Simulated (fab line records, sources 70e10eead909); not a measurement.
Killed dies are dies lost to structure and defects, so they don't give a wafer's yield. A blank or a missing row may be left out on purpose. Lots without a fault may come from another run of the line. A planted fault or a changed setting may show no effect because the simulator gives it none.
Problem report in the 8D (eight disciplines) form, filled by code | flow nand_harc | the parts of the form that need people (team, actions taken, sign-off) are left out

1. THE PROBLEM
exposure_dose_mJ_cm2 at NHARC_P_M1_EXPOSE_06 reads a mean of 81.03 on 3 wafers of 1 lot; wafers without a fault read 81.87 with a standard deviation of 0.088. That is -9.6 standard deviations from the usual mean.
The step: exposes mask P M1, target cd 130 nm.
First seen on wafer L295.1, day 10 19:15, on arfi_scanner-01. The record holds 33 wafers of 11 lots with a number at this step. Rule for "out", or "out of limits": more than 4 standard deviations from the usual mean. The other wafers with a number count as sound.

2. WHAT IT IS AND WHAT IT IS NOT
question                    | is                     | is not
which readings at this step | exposure_dose_mJ_cm2   | reticle_temp_C
which lots                  | L295                   | L284, L299, L300, L301, L302, L303, L304, L305, L306, L307
which wafers of those lots  | all that have a number | -
read on which tools         | arfi_scanner-01        | arfi_scanner-02, arfi_scanner-03
when                        | from day 10 19:15      | up to then (3 sound wafers); but 27 sound wafers of L299, L300, L301, L302, L303, L304, L305, L306, L307 came after

3. SUSPECTS, AND WHAT RULES EACH OUT
Counting: a tool at a process step up to the reading stays a suspect if it ran every lot that is out and no sound lot after the first of them.
- rie_diel-08 at NHARC_P_M0_ETCH_15 (etches the open film in C4F8/Ar, target depth 150 nm, overetch 15 nm, time 82.5 s): ruled out as a lasting fault. Sound lots L299, L301, L304, L305 ran on it after its first lot that is out, L295 (day 10 19:15). NHARC_P_M0_ETCH_15 gives no start for some lots, so the hours and the order of its lots are those of NHARC_P_M1_EXPOSE_06.
- pvd_sputter-03 at NHARC_P_M0_PRE_CLEAN_29 (time 30 s): ruled out as a lasting fault. Sound lots L302, L306 ran on it after its first lot that is out, L295 (day 10 19:15). NHARC_P_M0_PRE_CLEAN_29 gives no start for some lots, so the hours and the order of its lots are those of NHARC_P_M1_EXPOSE_06.
- arfi_scanner-01 at NHARC_P_M1_EXPOSE_06 (exposes mask P M1, target cd 130 nm): ruled out as a lasting fault. Sound lots L301, L302, L305, L306 ran on it after its first lot that is out, L295 (day 10 19:15).
Left after counting: nothing in the record.

4. THE CAUSE (what the simulator had put in)
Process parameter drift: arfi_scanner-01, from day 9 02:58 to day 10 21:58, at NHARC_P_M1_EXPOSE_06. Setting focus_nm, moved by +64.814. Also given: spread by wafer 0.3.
Counting ruled it out, wrongly.

5. THE CHAIN OF EFFECTS, in route order
Each row: a reading whose mean over the struck wafers that have a number lies more than 3 standard deviations from the usual. Only readings for which the record gives a usual standard deviation are gone through. hours: the time from each lot's start at the first step in this table that gives one to its start at this step, as a median over the lots. sigmas: the change in usual standard deviations.
hours | step                 | reading              | usual | on struck wafers | change | sigmas
0     | NHARC_P_M1_EXPOSE_06 | exposure_dose_mJ_cm2 | 81.87 | 81.03            | -0.84  | -9.6
The process steps in it:
- NHARC_P_M1_EXPOSE_06: exposes mask P M1, target cd 130 nm.
Later measuring or inspecting steps at which every struck wafer that the step has a row for has a number for every such reading, and none has moved that far: NHARC_END_SORT_01.

6. WHAT WOULD HAVE CAUGHT IT SOONER
In this record the first reading out of limits was taken at day 10 19:15, 40 hours after the fault began at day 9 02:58.
